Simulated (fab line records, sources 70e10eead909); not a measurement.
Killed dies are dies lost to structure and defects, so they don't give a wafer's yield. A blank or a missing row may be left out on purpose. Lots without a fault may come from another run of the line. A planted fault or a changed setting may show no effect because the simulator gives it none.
A struck lot beside a sound one | flow nand_harc | 28 steps out of a route of 1302
Sound: wafers L322.3, L322.4, L322.6. Struck: wafer L314.4. The cause comes at the end.
At each step with rows: each side's tool, then ch and its chambers, then its first start. Under that, the readings that differ: sound wafers | struck wafers | difference of the means | sigmas: that difference in standard deviations of wafers without a fault.
alike: readings whose means differ by less than 2 such deviations, and words and numbers that are the same on both sides. not compared: withheld readings, readings that some wafer has no value for, bounds like >300 that may hide the same value, and numbers for which the record gives no deviation and whose values overlap.
The two part at a step that has a row with sigmas, a row that says differs or no value, or rows on one side only. Numbers that don't overlap but have no deviation are shown without sigmas and don't part them. A reading that every wafer of one side lacks parts them only if that side has two wafers or more.

first, 8 steps without rows for these wafers: NHARC_P_M1_HMDS_02 (time 30 s); NHARC_P_M1_COAT_34 (time 65 s); NHARC_P_M1_COAT_03 (resist thk 90 nm); NHARC_P_M1_SOFTBAKE_04 (time 55 s); NHARC_P_M1_EBR_05; NHARC_P_M1_EXPOSE_06 (exposes mask P M1, target cd 130 nm); NHARC_P_M1_PEB_07 (peb time 65 s); NHARC_P_M1_DEVELOP_08 (develop time 35 s).
NHARC_P_M1_CD_MEAS_09: target cd 130 nm.
  sound on cd_sem-03 ch 0, day 12 22:46; struck on cd_sem-03 ch 0, day 9 09:46
  alike: cd_nm
NHARC_P_M1_OVL_MEAS_10: pitch 260 nm.
  sound on overlay-01, day 12 22:51; struck on overlay-02, day 9 09:51
  alike: overlay_x_nm, overlay_y_nm
NHARC_P_M1_INSPECT_11:
  sound on defect_inspect-01, day 12 22:53; struck on defect_inspect-02, day 9 09:53
  alike: raw_defect_count
NHARC_P_M1_DESCUM_14: chemistry O2, time 3 s.
  sound on rie_diel-07 ch 1,3, day 12 22:57; struck on rie_diel-07 ch 3, day 9 09:56
  alike: chamber_pressure_mTorr, drypump_motor_current_A, oes_product_au, rf_vpp_V, showerhead_plenum_p_Torr, throttle_valve_pct
  not compared: rf_hours_counter_h
NHARC_P_M1_ETCH_35: etches the open film in N2/H2, target depth 40 nm, overetch 12 nm, time 43.94 s.
  sound on rie_diel-07 ch 0,2,3, day 12 23:02; struck on rie_diel-07 ch 3, day 9 10:02
  alike: chamber_pressure_mTorr, drypump_motor_current_A, n2_flow_sccm, oes_product_au, rf_fwd_power_W, rf_vpp_V, showerhead_plenum_p_Torr, throttle_valve_pct
  not compared: rf_hours_counter_h
then, 1 step without rows for these wafers: NHARC_P_M1_ETCH_15 (etches the open film in C4F8/Ar, target depth 182.5 nm, time 91.2 s).
NHARC_P_M1_CD_MEAS_16:
  sound on cd_sem-03, day 12 23:16; struck on cd_sem-03, day 9 10:15
  alike: cd_nm
NHARC_P_M1_STRIP_18: strips in N2/H2.
  sound on rie_diel-07 ch 1,3, day 12 23:21; struck on rie_diel-07 ch 1, day 9 10:22
  reading             | sound             | struck | difference | sigmas
  n2_flow_sccm (sccm) | 149.6 150.2 149.8 | 151.0  | +1.1       | +3
  alike: chamber_pressure_mTorr, drypump_motor_current_A, oes_product_au, rf_fwd_power_W, rf_vpp_V, showerhead_plenum_p_Torr, throttle_valve_pct
  not compared: rf_hours_counter_h
then, 4 steps without rows for these wafers: NHARC_P_M1_ETCH_28 (etches the open film in CF4/N2, target depth 30 nm, time 72.99 s); NHARC_P_M1_STRIP_19 (strips in post etch residue remover, time 600 s); NHARC_P_M1_DEGAS_29 (time 60 s); NHARC_P_M1_PRE_CLEAN_30 (time 30 s).
NHARC_P_M1_PVD_20: deposits TaN, target thk 5 nm, time 8.06 s.
  sound on pvd_sputter-01; struck on pvd_sputter-03
  alike: substrate_temp_c, throttle_valve_pct
then, 2 steps without rows for these wafers: NHARC_P_M1_PVD_21 (deposits Cu, target thk 30 nm, time 20.49 s); NHARC_P_M1_ECD_22 (material Cu, target thk 400 nm).
NHARC_P_M1_ANNEAL_31: time 90 s.
  sound on rtp_anneal-01 ch 0, day 13 00:48; struck on rtp_anneal-02 ch 0, day 9 11:52
  alike: wafer_temp_C_max
NHARC_P_M1_CMP_23: polishes, t overpolish 20 s, target thk 157.82 nm.
  sound on cmp-04 ch 0,1,3, day 13 01:06; struck on cmp-03 ch 1, day 9 12:03
  alike: motor_current_A, retaining_ring_pressure_frac, slurry_flow_ml_min, time_to_endpoint_s
NHARC_P_M1_THK_MEAS_24: measures by xrf.
  sound on film_metro-01, day 13 01:22; struck on film_metro-01, day 9 12:22
  alike: thk_nm
then, 1 step without rows for these wafers: NHARC_P_M1_SRD_25.
-- the record jumps here: 18 days lie between the struck wafers' starts before and after (it left off in module P_M1 and takes up again in module END, whose first step shown is number 1302 of the route) --
NHARC_END_SORT_01:
  sound on prober-01 ch 0, day 30 23:38; struck on prober-01 ch 0, day 27 18:28
  reading             | sound | struck | difference | sigmas
  killed_at_other     | 4 3 3 | 0      | -3         | -3
  killed_at_periphery | 3 9 4 | 36     | +31        | +10
  alike: defect_limited_yield, killed_at_array, killed_dies, killed_open, killed_short

WHERE THEY PART
First at NHARC_P_M1_STRIP_18; last, within this record, at NHARC_END_SORT_01.

WHY: what the simulator had put in
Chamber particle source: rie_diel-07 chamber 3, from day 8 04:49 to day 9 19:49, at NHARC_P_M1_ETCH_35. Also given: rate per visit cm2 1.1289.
